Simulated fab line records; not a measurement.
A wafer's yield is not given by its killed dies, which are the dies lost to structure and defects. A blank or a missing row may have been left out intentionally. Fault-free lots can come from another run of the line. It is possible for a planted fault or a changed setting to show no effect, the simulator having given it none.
Matching of chambers ; flow nand harc ; NHARC_A_STAIRCASE_DEP_301 on pecvd-01: 3 sister chambers
The step deposits SiON, target thk 30 nm. 6 wafers are shown with their chamber, then 8 later ones without.

WAFERS, EACH WITH ITS CHAMBER
wafer;chamber;rf fwd power W (W);heater power w (W)
L079.4;2;348.1;791
L086.4;1;348.2;840
L086.6;2;348.5;707
L088.4;0;348.5;763
L088.6;1;351.0;687
L092.2;0;348.1;834

WAFERS WITH NO CHAMBER GIVEN
wafer;rf fwd power W (W);heater power w (W)
L092.3;348.9;797
L092.5;349.8;833
L095.1;347.2;717
L095.3;346.8;759
L095.6;349.2;735
L094.2;350.1;755
L094.3;349.7;827
L094.5;347.7;829

EACH ONE'S CHAMBER
wafer;from the rows above;in truth
L092.3;can't be placed: 0 or 1 or 2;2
L092.5;can't be placed: 1 or 0 or 2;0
L095.1;can't be placed: 2 or 0 or 1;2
L095.3;can't be placed: 2 or 0 or 1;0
L095.6;can't be placed: 1 or 2 or 0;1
L094.2;can't be placed: 1 or 2 or 0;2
L094.3;can't be placed: 1 or 0 or 2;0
L094.5;can't be placed: 0 or 2 or 1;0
Placed correctly: 0 of 8. Not placeable from these rows: 8 (in 8, the candidates include the true chamber). Placed wrongly: 0.
How it was worked out, from the rows above alone: a wafer's distance from a chamber is the root of the sum, over the readings, of the square of ((its reading less the chamber's mean) divided by the reading's scatter). If the next closest chamber is less than 2 further off than the closest, the wafer can't be placed; otherwise it belongs to the closest. For every chamber, the mean is computed from those of its wafers that are shown. The scatter: the root of (the sum of the squares of (reading less its chamber's mean) over the shown wafers, divided by (wafers less chambers)).
